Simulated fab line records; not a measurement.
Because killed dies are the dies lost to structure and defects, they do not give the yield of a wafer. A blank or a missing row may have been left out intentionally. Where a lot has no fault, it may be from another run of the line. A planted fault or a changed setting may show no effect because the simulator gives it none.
Matching of chambers :: flow n5_finfet :: N5_BEOL_M2_ALD_98 on ald_sin-01 has 4 sister chambers
The step deposits SiO2, target thk 2.5 nm, pulse time 1 s, co reactant pulse time 1 s. 4 wafers are shown with their chamber, then 12 later ones without.

== EACH WAFER AND ITS CHAMBER ==
wafer: L089.5
chamber: 0
heater_power_w (W): 89

wafer: L093.2
chamber: 1
heater_power_w (W): 67

wafer: L093.5
chamber: 2
heater_power_w (W): 88

wafer: L093.6
chamber: 3
heater_power_w (W): 84

== WAFERS WITHOUT THEIR CHAMBER ==
wafer: L094.1
heater_power_w (W): 67

wafer: L094.4
heater_power_w (W): 83

wafer: L094.6
heater_power_w (W): 89

wafer: L092.3
heater_power_w (W): 84

wafer: L092.5
heater_power_w (W): 85

wafer: L092.6
heater_power_w (W): 83

wafer: L095.1
heater_power_w (W): 86

wafer: L095.3
heater_power_w (W): 89

wafer: L095.4
heater_power_w (W): 69

wafer: L097.1
heater_power_w (W): 86

wafer: L097.5
heater_power_w (W): 90

wafer: L097.6
heater_power_w (W): 67

== CHAMBER TAKEN BY EACH ==
wafer: L094.1
from the rows above: 1
in truth: 1

wafer: L094.4
from the rows above: 3
in truth: 3

wafer: L094.6
from the rows above: can't be placed: 0 or 2
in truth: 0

wafer: L092.3
from the rows above: 3
in truth: 3

wafer: L092.5
from the rows above: can't be placed: 3 or 2
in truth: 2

wafer: L092.6
from the rows above: 3
in truth: 3

wafer: L095.1
from the rows above: can't be placed: 2 or 3 or 0
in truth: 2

wafer: L095.3
from the rows above: can't be placed: 0 or 2
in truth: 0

wafer: L095.4
from the rows above: 1
in truth: 1

wafer: L097.1
from the rows above: can't be placed: 2 or 3 or 0
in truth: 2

wafer: L097.5
from the rows above: can't be placed: 0 or 2
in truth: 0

wafer: L097.6
from the rows above: 1
in truth: 1
6 of 12 placed correctly. Not placeable from these rows: 6 (in 6, the candidates include the true chamber). Wrongly placed: 0.
How it was worked out, from the rows above alone: a wafer's distance from a chamber is the root of the sum, over the readings, of the square of ((its reading less the chamber's mean) divided by the reading's scatter). If the next closest chamber is less than 2 further off than the closest, the wafer can't be placed; otherwise it belongs to the closest. A chamber's mean is the mean of its shown wafers. The scatter: with one shown wafer a chamber, the root of the mean of the squares of how far each hidden wafer lies from its nearest shown one.
